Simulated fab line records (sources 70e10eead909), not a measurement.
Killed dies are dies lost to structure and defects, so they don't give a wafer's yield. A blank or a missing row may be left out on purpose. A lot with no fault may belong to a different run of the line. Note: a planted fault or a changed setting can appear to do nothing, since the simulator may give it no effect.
What tool caused it? -- flow nand_harc -- 12 lots, 34 wafers sampled, at 5 steps of a route of 1159

WHAT EACH GAUGE READ, for each wafer
NHARC_END_SORT_01. Usual: killed_at_array 26, standard deviation 9.7; killed_at_other 1.0, standard deviation 1.2; killed_at_periphery 3.9, standard deviation 2.6; killed_dies 31, standard deviation 9.7; killed_open 3.2, standard deviation 1.8; killed_short 2.0, standard deviation 1.3.
lot,measured,on,killed_at_array,killed_at_other,killed_at_periphery,killed_dies,killed_open,killed_short,flag
L865,day 25 06:45,prober-01,671,1,5,677,2,1,OFF
L866,day 25 11:17,prober-02,31 665 24,1 2 2,8 10 5,40 677 31,3 4 1,2 4 2,OFF

EACH LOT AND THE TOOL THAT RAN IT (in order: tool; ch and the chambers of the sampled wafers; start)
lot,NHARC_A_BLC_ETCH_16,NHARC_A_BLC_STRIP_21,NHARC_A_BLC_DEGAS_30,NHARC_A_BLC_ALD_23
L847,"rie_diel-01 ch 0,2,3, day 17 12:42","rie_diel-10 ch 2,3, day 17 13:46","pvd_sputter-03, day 17 14:12","ald_metal-04 ch 0,1, day 17 14:28"
L846,"rie_diel-10 ch 2,3, day 17 16:25","rie_diel-04 ch 0,2, day 17 17:30","pvd_sputter-01, day 17 17:55","ald_metal-01 ch 2,3, day 17 18:10"
L848,"rie_diel-10 ch 0,1,3, day 17 20:07","rie_diel-10 ch 1,2, day 17 21:10","pvd_sputter-03, day 17 21:37","ald_metal-03 ch 1,2, day 17 21:53"
L854,"rie_diel-04 ch 0,2, day 19 04:43","rie_diel-04 ch 1,2, day 19 05:47","pvd_sputter-03, day 19 06:13","ald_metal-03 ch 0,2,3, day 19 06:34"
L850,"rie_diel-10 ch 0,1,3, day 19 12:49","rie_diel-10 ch 2,3, day 19 13:52","pvd_sputter-03, day 19 14:18","ald_metal-01 ch 0,2,3, day 19 14:37"
L852,"rie_diel-10 ch 0,3, day 19 15:47","rie_diel-10 ch 2,3, day 19 16:52","pvd_sputter-02, day 19 17:16","ald_metal-04 ch 0,1,3, day 19 17:32"
L851,"rie_diel-01 ch 1,2,3, day 19 17:52","rie_diel-10 ch 1,2,3, day 19 18:58","pvd_sputter-01, day 19 19:23","ald_metal-01 ch 0,2, day 19 19:37"
L856,"rie_diel-10 ch 0,2,3, day 20 02:20","rie_diel-10 ch 2,3, day 20 03:24","pvd_sputter-02, day 20 03:50","ald_metal-04 ch 0,1,2, day 20 04:05"
L857,"rie_diel-04 ch 0,1,2, day 20 07:55","rie_diel-10 ch 1,2,3, day 20 09:02","pvd_sputter-01, day 20 09:28","ald_metal-03 ch 0,2,3, day 20 09:44"
L859,"rie_diel-01 ch 1,2,3, day 21 10:32","rie_diel-01 ch 0,1,2, day 21 11:40","pvd_sputter-03, day 21 12:05","ald_metal-03 ch 0,1,3, day 21 12:20"
L865,"rie_diel-01 ch 3, day 23 02:03","rie_diel-01 ch 0, day 23 04:15","pvd_sputter-03, day 23 04:42","ald_metal-04 ch 0, day 23 05:00"
L866,"rie_diel-01 ch 0,3, day 23 03:38","rie_diel-04 ch 0,2,3, day 23 05:00","pvd_sputter-02, day 23 05:26","ald_metal-04 ch 0,1,3, day 23 05:41"
- NHARC_A_BLC_ETCH_16: etches the open film in CF4, target depth 39 nm, time 65 s.
- NHARC_A_BLC_STRIP_21: strips in O2.
- NHARC_A_BLC_DEGAS_30: time 60 s.
- NHARC_A_BLC_ALD_23: deposits TiN, target thk 3 nm, pulse time 1 s, ald cycles 150.

AS READ BY THE TOOLS THEMSELVES (means over the sampled wafers that have a number; for cases with no such wafer, the mark the record gives instead)
NHARC_A_BLC_ETCH_16. Usual: chamber_pressure_mTorr 50.00 mTorr, standard deviation 0.043; drypump_motor_current_A 5.6 A, standard deviation 0.48; oes_product_au 0.999 a.u., standard deviation 0.013; rf_vpp_V 151.5 V, standard deviation 1.3; showerhead_plenum_p_Torr 1.78 Torr, standard deviation 0.079; throttle_valve_pct 13.283 %, standard deviation 0.0087.
lot,tool,chamber_pressure_mTorr (mTorr),drypump_motor_current_A (A),oes_product_au (a.u.),rf_vpp_V (V),showerhead_plenum_p_Torr (Torr),throttle_valve_pct (%),flag
L847,rie_diel-01,50.01,5.7,0.998,152.4,1.83,13.287,
L846,rie_diel-10,50.00,6.0,0.991,150.5,1.72,13.291,
L848,rie_diel-10,50.02,5.2,1.002,152.0,1.78,13.277,
L854,rie_diel-04,50.03,5.2,0.979,151.9,1.78,13.276,
L850,rie_diel-10,50.01,5.2,1.012,151.8,1.78,13.282,
L852,rie_diel-10,49.99,5.5,0.994,151.2,1.75,13.282,
L851,rie_diel-01,49.99,5.8,0.989,151.6,1.76,13.285,
L856,rie_diel-10,50.03,5.8,0.989,151.1,1.73,13.294,
L857,rie_diel-04,50.01,5.4,0.991,151.4,1.77,13.287,
L859,rie_diel-01,50.02,5.9,1.006,151.0,1.76,13.280,
L865,rie_diel-01,50.00,6.1,1.009,150.4,1.67,13.292,
L866,rie_diel-01,49.99,5.6,1.017,151.7,1.82,13.276,

NHARC_A_BLC_STRIP_21. Usual: chamber_pressure_mTorr 60.00 mTorr, standard deviation 0.056; drypump_motor_current_A 5.5 A, standard deviation 0.51; oes_product_au 0.994 a.u., standard deviation 0.013; rf_vpp_V 57.8 V, standard deviation 0.87; showerhead_plenum_p_Torr 3.52 Torr, standard deviation 0.13; throttle_valve_pct 17.036 %, standard deviation 0.01.
lot,tool,chamber_pressure_mTorr (mTorr),drypump_motor_current_A (A),oes_product_au (a.u.),rf_vpp_V (V),showerhead_plenum_p_Torr (Torr),throttle_valve_pct (%),flag
L847,rie_diel-10,59.99,5.7,0.985,58.3,3.44,17.036,
L846,rie_diel-04,60.01,5.0,0.990,57.1,3.47,17.038,
L848,rie_diel-10,60.02,5.8,0.999,58.0,3.51,17.036,
L854,rie_diel-04,60.04,5.3,0.986,57.0,3.45,17.030,
L850,rie_diel-10,60.02,5.7,0.994,57.4,3.44,17.030,
L852,rie_diel-10,59.97,6.0,0.996,57.2,3.42,17.039,
L851,rie_diel-10,59.98,5.5,0.996,58.5,3.53,17.033,
L856,rie_diel-10,60.03,5.7,0.996,57.1,3.44,17.038,
L857,rie_diel-10,60.00,5.5,1.005,57.2,3.53,17.043,
L859,rie_diel-01,59.99,5.7,0.990,57.8,3.65,17.026,
L865,rie_diel-01,59.99,5.4,1.003,58.6,3.76,17.024,
L866,rie_diel-04,59.97,5.3,0.990,57.4,3.49,17.049,

NHARC_A_BLC_DEGAS_30. Usual: heater_power_w 482 W, standard deviation 54; susceptor_temp_C 299.97 C, standard deviation 0.19.
lot,tool,heater_power_w (W),susceptor_temp_C (C),flag
L847,pvd_sputter-03,457,300.18,
L846,pvd_sputter-01,472,300.10,
L848,pvd_sputter-03,497,299.81,
L854,pvd_sputter-03,479,-,OFF
L850,pvd_sputter-03,479,299.80,
L852,pvd_sputter-02,485,299.78,
L851,pvd_sputter-01,482,-,OFF
L856,pvd_sputter-02,458,-,OFF
L857,pvd_sputter-01,473,-,OFF
L859,pvd_sputter-03,497,299.90,
L865,pvd_sputter-03,381,299.93,
L866,pvd_sputter-02,481,299.89,

NHARC_A_BLC_ALD_23. Usual: heater_power_w 1062 W, standard deviation 95; precursor_pulse_height_rel 1.000, standard deviation 0.021; susceptor_temp_C 449.98 C, standard deviation 0.23.
lot,tool,heater_power_w (W),precursor_pulse_height_rel,susceptor_temp_C (C),flag
L847,ald_metal-04,967,0.988,450.05,
L846,ald_metal-01,1086,0.973,450.06,
L848,ald_metal-03,1152,1.005,450.32,
L854,ald_metal-03,1065,0.981,450.09,
L850,ald_metal-01,1062,0.995,449.82,
L852,ald_metal-04,1020,0.993,449.92,
L851,ald_metal-01,1110,1.011,449.77,
L856,ald_metal-04,961,1.001,450.03,
L857,ald_metal-03,1065,1.009,450.03,
L859,ald_metal-03,1042,0.991,450.12,
L865,ald_metal-04,916,0.987,449.88,
L866,ald_metal-04,1027,0.997,-,OFF

THE ANSWER, worked out from the rows above alone
Rule: a lot counts as off when the mean over its wafers that have a number is more than 3 standard deviations away from the usual mean. Also off: a lot with no number at a reading for which 4 or more lots have one. All remaining lots with rows at the step are treated as sound. The gauges are gone through in route order, then the tools' own readings, and for those a lot's mean is taken as printed above. The first step at which some lot is off is used, and at that step the reading that is off furthest; a lot without a number counts as furthest.
Off, at NHARC_END_SORT_01 on killed_dies: L865, L866. Neither off nor sound, because the step has no rows for them: L847, L846, L848, L854, L850, L852, L851, L856, L857, L859.
If a tool, at a process step before that reading, ran all the lots that are off and no sound lot after the first of them, it fits. Gauges at NHARC_END_SORT_01: tried the same way as those tools. 2 tools fit, rie_diel-01 at NHARC_A_BLC_ETCH_16 and ald_metal-04 at NHARC_A_BLC_ALD_23, so this cannot tell which one it is.

WHAT WAS PUT IN BY THE SIMULATOR
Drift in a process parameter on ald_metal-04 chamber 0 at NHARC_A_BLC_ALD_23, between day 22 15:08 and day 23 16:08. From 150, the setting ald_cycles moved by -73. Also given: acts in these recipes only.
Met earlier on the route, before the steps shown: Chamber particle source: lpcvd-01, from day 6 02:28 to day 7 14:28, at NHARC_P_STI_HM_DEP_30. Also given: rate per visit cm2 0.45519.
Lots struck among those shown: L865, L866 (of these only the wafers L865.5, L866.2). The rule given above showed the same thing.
